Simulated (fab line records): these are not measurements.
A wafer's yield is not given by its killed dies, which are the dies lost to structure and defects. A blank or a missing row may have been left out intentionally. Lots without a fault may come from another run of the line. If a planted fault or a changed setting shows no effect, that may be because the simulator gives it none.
fab line records	flow nand-harc
record lots=13	wafers=39	last-day=34
route steps=1302 shown A_SLIT@943 A_SIN_REMOVE@951 A_CONTACT@983 END@1302
lots with no fault: from the same line, run without faults
start-h: hours from the record's opening day to when the first of the lot's shown wafers began	wait-h: hours elapsed since this lot's preceding step	" the same as in the row above	L1.1+2: several wafers, shown together as one row	- no value, or no start given	* or withheld: withheld	< > ~ a bound
route shown NAME@n: a module of which the file shows steps, and the number in the route of the first	usual: average and standard deviation across the fault-free wafers	same: alike in all rows	chamber/n: place in a boat	sites: the reading at each site	_std_site: how widely they spread, as a standard deviation	_edge_site: the outer-site mean with the inner-site mean subtracted	radius-mm: for every site, how far away it sits from the centre of the wafer	mask NAME#n: copy n	behind: the most recent tool/chamber to have shaped the wafer	hold: cause of the lot's hold/its duration in hours/its outcome	device: the transistor (n, p or np) that didn't switch	end of line: tests run on the same wafers once the route is complete	for a step that has no rows: nothing shown but its recipe	killed: dies that structure and defects cost at the first sort, which is not the same as the wafer's yield	map: a wafer's dies, marking killed ones x, the rest . and places with no die _
set.NAME: the setting the step ran with; set.NAME@STEP: the setting that earlier step ran with	model.NAME: the simulator's own value behind a step, which no gauge read
a sample of lots followed through the steps of the route, with each step as a table and each wafer as a row
services: a tool's chamber out of use, with start hour (start-h, from the record's first day; less than 0 if before it), hours out, and reason
## steps
# step NHARC_A_SLIT_STRIP_18
# recipe o2-flow-sccm=500	ar-flow-sccm=0	bias-w=0	chemistry=O2
# usual drypump-motor-current-A=5.6/0.48	mfc-ar-sccm=0.012/0.012	oes-product-au=1.002/0.0089	rf-vpp-V=57.6/0.86	showerhead-plenum-p-Torr=3.44/0.13	throttle-valve-pct=17.035/0.0084
# same bias-w=0
lot.wafer	tool	chamber	start-h	wait-h	drypump-motor-current-A	mfc-ar-sccm	oes-product-au	rf-hours-counter-h	rf-vpp-V	showerhead-plenum-p-Torr	throttle-valve-pct
L261.2	rie-diel-08	0	-	-	5.4	0	1.001	4	57.2	3.60	17.037
L261.5	"	2	"	"	6.0	0	1.010	-	57.9	3.33	17.035
L261.6	"	0	"	"	5.4	0	1.015	-	56.9	3.60	17.030
L265.3	rie-diel-08	0	-	-	5.4	0	0.995	7	57.9	3.60	17.031
L265.1	"	2	"	"	6.0	0	1.008	8	57.4	3.33	17.041
L265.5	"	1	"	"	5.4	0	1.008	-	57.0	3.68	17.039
L266.3	rie-diel-08	0	-	-	5.4	0	1.006	8	57.9	3.59	17.038
L266.2	"	2	"	"	6.0	0	1.008	9	58.1	3.33	17.016
L266.1	"	3	"	"	6.2	0	1.017	8	58.9	3.48	17.047
L271.3	rie-diel-13	0	-	-	5.1	0.017	0.997	2	56.7	3.37	17.033
L271.2	"	1	"	"	5.2	0.042	1.002	1	56.8	3.40	17.025
L271.4	"	2	"	"	5.0	0.018	0.997	1	56.9	3.54	17.036
L270.2	rie-diel-13	0	-	-	5.1	0.017	1.006	2	58.0	3.37	17.033
L270.1	"	3	"	"	6.3	0.021	1.000	2	57.7	3.31	17.022
L270.4	"	0	"	"	5.1	0.017	1.003	-	56.5	3.37	17.042
L272.2	rie-diel-06	2	-	-	5.0	0	0.998	5	56.9	3.59	17.043
L272.4	"	3	"	"	5.5	0.026	1.001	4	57.2	3.30	17.039
L272.5	"	3	"	"	5.5	0.026	1.000	-	56.5	3.30	17.032
L273.3	rie-diel-08	1	-	-	5.5	0	1.004	2	57.5	3.68	17.038
L273.2	"	2	"	"	6.0	0	1.015	3	57.5	3.33	17.023
L273.1	"	3	"	"	6.2	0	1.011	3	58.1	3.48	17.028
L276.2	rie-diel-13	2	-	-	5.0	0.018	1.006	2	56.7	3.54	17.035
L276.5	"	2	"	"	5.0	0.018	1.005	-	58.6	3.54	17.035
L276.6	"	3	"	"	6.3	0.021	1.005	-	56.2	3.31	17.036
L279.2	rie-diel-08	1	627.47	0.2	5.4	0	1.017	4	58.3	3.67	17.035
L279.3	"	3	"	"	6.2	0	1.014	-	58.7	3.48	17.022
L279.5	"	1	"	"	5.4	0	1.014	-	58.6	3.67	17.033
L280.3	rie-diel-06	3	-	-	5.5	0.026	1.008	11	57.0	3.29	17.035
L280.4	"	3	"	"	5.5	0.026	1.002	-	58.1	3.29	17.026
L280.6	"	2	"	"	5.0	0	0.998	-	57.8	3.59	17.026
L281.4	rie-diel-06	3	-	-	5.5	0.026	0.992	11	57.1	3.29	17.024
L281.1	"	2	"	"	5.0	0	1.002	11	59.1	3.59	17.039
L281.5	"	3	"	"	5.5	0.026	1.000	-	57.4	3.29	17.043
L283.4	rie-diel-13	1	-	-	5.2	0.042	1.017	7	57.8	3.39	17.035
L283.3	"	3	"	"	6.4	0.021	0.997	8	57.5	3.31	17.032
L283.6	"	1	"	"	5.2	0.042	1.003	-	56.5	3.39	17.028
L282.2	rie-diel-08	2	-	-	6.0	0	1.013	7	58.3	3.32	17.030
L282.3	"	3	"	"	6.2	0	1.025	10	57.2	3.48	17.035
L282.6	"	0	"	"	5.4	0	1.011	-	57.9	3.59	17.035
# step NHARC_A_SIN_REMOVE_INSPECT_04
# usual raw-defect-count=393/78
lot.wafer	tool	chamber	start-h	wait-h	raw-defect-count
L261.2	defect-inspect-02	-	476.07	0.0	324
L261.5	"	-	"	"	307
L261.6	"	-	"	"	329
L265.1	defect-inspect-02	-	503.16	0.0	460
L265.3	"	-	"	"	527
L265.5	"	-	"	"	366
L266.1	defect-inspect-02	-	526.13	0.0	342
L266.2	"	-	"	"	261
L266.3	"	-	"	"	249
L271.2	defect-inspect-02	-	554.36	0.0	364
L271.3	"	-	"	"	336
L271.4	"	-	"	"	269
L270.1	defect-inspect-02	-	556.56	0.0	314
L270.2	"	-	"	"	262
L270.4	"	-	"	"	375
L272.2	defect-inspect-01	-	556.56	0.0	555
L272.4	"	-	"	"	381
L272.5	"	-	"	"	458
L273.1	defect-inspect-01	-	609.16	0.0	368
L273.2	"	-	"	"	354
L273.3	"	-	"	"	464
L276.2	defect-inspect-02	-	620.63	0.0	451
L276.5	"	-	"	"	341
L276.6	"	-	"	"	359
L279.2	defect-inspect-01	-	634.26	0.0	460
L279.3	"	-	"	"	669
L279.5	"	-	"	"	458
L280.3	defect-inspect-01	-	657.58	0.0	563
L280.4	"	-	"	"	351
L280.6	"	-	"	"	464
L281.1	defect-inspect-01	-	666.82	0.0	420
L281.4	"	-	"	"	347
L281.5	"	-	"	"	410
L283.3	defect-inspect-01	-	690.79	0.0	226
L283.4	"	-	"	"	333
L283.6	"	-	"	"	362
L282.2	defect-inspect-01	-	723.72	0.0	496
L282.3	"	-	"	"	346
L282.6	"	-	"	"	339
# step NHARC_A_CONTACT_DEP_24
# recipe target-thk-a=5000	temp-c=400	pressure-torr=6.5	rf-w=900	teos-flow-sccm=161.4	flow-sccm=2650	target-thk-nm=500	gas=O2	material=SiO2
# usual heater-power-w=551/88	mfc-precursor-sccm=161.3/0.42	throttle-valve-pct=16.2/0.66
lot.wafer	tool	chamber	start-h	wait-h	heater-power-w	mfc-precursor-sccm	throttle-valve-pct
L261.2	pecvd-04	0	492.31	0.2	389	161.1	17.0
L261.6	"	1	"	"	553	161.2	16.1
L261.5	"	2	"	"	591	161.4	16.6
L265.1	pecvd-01	2	521.02	0.1	668	161.4	15.7
L265.3	"	1	"	"	478	161.4	15.8
L265.5	"	2	"	"	551	161.7	15.7
L266.3	pecvd-02	1	547.50	0.1	682	160.8	16.4
L266.2	"	2	"	"	511	161.0	16.5
L266.1	"	0	"	"	594	162.0	17.0
L271.3	pecvd-04	0	570.42	0.1	411	173.7	17.3
L271.2	"	2	"	"	653	173.7	16.9
L271.4	"	0	"	"	440	173.0	17.2
L270.1	pecvd-04	1	570.79	0.3	482	173.5	16.4
L270.2	"	0	"	"	485	173.1	17.1
L270.4	"	0	"	"	511	173.2	17.3
L272.2	pecvd-04	0	573.55	0.2	421	173.1	17.5
L272.4	"	1	"	"	602	173.9	16.5
L272.5	"	0	"	"	455	173.5	17.3
L273.3	pecvd-01	2	629.32	0.1	608	161.2	15.8
L273.2	"	0	"	"	471	161.2	14.9
L273.1	"	1	"	"	481	161.1	15.9
L276.2	pecvd-01	2	639.73	0.1	667	160.8	15.9
L276.5	"	0	"	"	405	161.2	14.9
L276.6	"	1	"	"	528	161.6	15.7
L279.3	pecvd-02	0	652.46	0.1	727	162.0	17.2
L279.2	"	1	"	"	657	161.7	16.3
L279.5	"	0	"	"	747	161.9	17.0
L280.3	pecvd-04	2	676.10	0.2	664	160.6	16.9
L280.4	"	0	"	"	413	162.2	16.4
L280.6	"	2	"	"	695	161.5	16.9
L281.1	pecvd-02	1	689.65	0.1	547	160.5	16.2
L281.4	"	1	"	"	615	160.8	16.4
L281.5	"	2	"	"	422	162.3	15.7
L283.3	pecvd-04	1	709.79	0.1	584	161.3	16.4
L283.4	"	2	"	"	723	161.1	17.0
L283.6	"	0	"	"	475	161.5	16.3
L282.3	pecvd-04	0	745.03	0.1	492	161.2	16.6
L282.2	"	2	"	"	644	161.4	17.2
L282.6	"	1	"	"	567	161.8	16.1
# step NHARC_A_CONTACT_INSPECT_44
# usual raw-defect-count=80/34
lot.wafer	tool	chamber	start-h	wait-h	raw-defect-count
L261.2	defect-inspect-01	-	500.80	0.0	79
L261.5	"	-	"	"	72
L261.6	"	-	"	"	68
L265.1	defect-inspect-02	-	527.07	0.0	56
L265.3	"	-	"	"	51
L265.5	"	-	"	"	72
L266.1	defect-inspect-02	-	553.22	0.0	59
L266.2	"	-	"	"	69
L266.3	"	-	"	"	52
L271.2	defect-inspect-01	-	576.91	0.0	61
L271.3	"	-	"	"	57
L271.4	"	-	"	"	53
L270.1	defect-inspect-01	-	579.13	0.0	33
L270.2	"	-	"	"	31
L270.4	"	-	"	"	39
L272.2	defect-inspect-01	-	583.07	0.0	95
L272.4	"	-	"	"	106
L272.5	"	-	"	"	108
L273.1	defect-inspect-01	-	634.94	0.0	28
L273.2	"	-	"	"	26
L273.3	"	-	"	"	18
L276.2	defect-inspect-02	-	647.85	0.0	122
L276.5	"	-	"	"	121
L276.6	"	-	"	"	99
L279.2	defect-inspect-01	-	659.07	0.0	105
L279.3	"	-	"	"	116
L279.5	"	-	"	"	116
L280.3	defect-inspect-02	-	684.10	0.0	71
L280.4	"	-	"	"	73
L280.6	"	-	"	"	60
L281.1	defect-inspect-01	-	695.27	0.0	93
L281.4	"	-	"	"	83
L281.5	"	-	"	"	81
L283.3	defect-inspect-02	-	715.49	0.0	41
L283.4	"	-	"	"	54
L283.6	"	-	"	"	45
L282.2	defect-inspect-01	-	754.29	0.0	76
L282.3	"	-	"	"	68
L282.6	"	-	"	"	71
# step NHARC_END_SORT_01
# recipe temp-c=25
# usual killed-at-array=58/15	killed-at-other=0.8/1.2	killed-at-periphery=3.5/2.5	killed-dies=62/15	killed-open=3.2/1.7	killed-short=2.4/1.5
# same gross-dies=677
lot.wafer	tool	chamber	start-h	wait-h	killed-at-array	killed-at-other	killed-at-periphery	killed-dies	killed-open	killed-short
L270.1	prober-01	0	655.04	2.6	34	1	4	39	2	2
L270.2	prober-01	0	655.84	2.8	32	1	8	41	2	2
L270.4	prober-01	0	657.44	3.4	38	0	7	45	2	2
# killed by level:class
L270.1 A_CHANNEL_HOLE_D2:chamber-film-flake=14 A_CHANNEL_HOLE_D1:chamber-film-flake=8 P_GATE:chamber-film-flake=3 A_STAIRCASE:chamber-film-flake=2 A_SLIT:chamber-film-flake=2 A_CHANNEL_FILL_D1:geometric-particle:open=1 A_CHANNEL_FILL_D1:geometric-particle:short=1 A_CHANNEL_HOLE_D2:geometric-particle:short=1
L270.2 A_CHANNEL_HOLE_D2:chamber-film-flake=16 A_CHANNEL_HOLE_D1:chamber-film-flake=5 P_STI:chamber-film-flake=3 P_M0:geometric-particle:open=2 P_GATE:chamber-film-flake=2 A_CHANNEL_FILL_D1:chamber-film-flake=2 A_STAIRCASE:chamber-film-flake=2 A_CONTACT:chamber-film-flake=2
L270.4 A_CHANNEL_HOLE_D2:chamber-film-flake=14 A_CHANNEL_HOLE_D1:chamber-film-flake=8 P_GATE:chamber-film-flake=6 A_SLIT:chamber-film-flake=4 A_CONTACT:chamber-film-flake=3 A_CHANNEL_FILL_D2:chamber-film-flake=2 P_M0:geometric-particle:open=1 A_CHANNEL_HOLE_D1:geometric-particle:short=1
## services
tool	chamber	start-h	hours	kind
pecvd-01	2	445.26	8.7	repair
pecvd-04	-	450.00	13.0	pm
rie-diel-08	1	455.69	19.6	repair
rie-diel-13	0	456.72	2.7	repair
rie-diel-06	-	484.20	9.0	pm
pecvd-01	-	492.43	13.0	pm
pecvd-01	0	515.57	7.1	repair
pecvd-02	-	515.73	1.5	repair
rie-diel-13	-	519.00	9.0	pm
pecvd-04	-	525.46	1.0	repair
pecvd-04	-	533.62	0.5	repair
rie-diel-13	-	541.21	0.1	repair
rie-diel-08	2	543.72	8.3	repair
rie-diel-08	-	544.80	9.0	pm
rie-diel-13	1	547.43	2.7	repair
rie-diel-06	2	562.81	5.6	repair
rie-diel-13	2	577.55	21.9	repair
pecvd-04	-	605.56	0.6	repair
rie-diel-08	2	610.05	13.6	repair
rie-diel-08	0	619.22	10.3	repair
rie-diel-08	2	625.18	7.9	repair
pecvd-04	-	631.00	13.0	pm
rie-diel-08	-	648.21	1.0	repair
rie-diel-13	-	696.00	9.0	pm
## key
first-sign step=NHARC_A_CONTACT_DEP_24	reading=mfc-precursor-sccm	direction=up	sigmas=29	usual=161.3	struck=173.4
effect none on later readings
met-at NHARC_A_CONTACT_DEP_24
struck-lots L270,L271,L272
tester-left-out L270,L271,L272
not-acting-at NHARC_A_SLIT_STRIP_18,NHARC_A_SIN_REMOVE_INSPECT_04,NHARC_A_CONTACT_INSPECT_44
fault kind=process-parameter-drift	tool=pecvd-04	chamber=-	onset-h=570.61	steps=NHARC_A_CONTACT_DEP_24	channel=teos-flow-sccm	offset=*	shape=step	end-h=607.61	acts-in=*	stated=*
# tester-left-out: of these lots the tester's yield and bins aren't shown, on N5 and GAA mostly nor the transistor test; their killed dies are dies lost to structure and defects alone, not to doping, threshold or leakage, so they don't give the yield
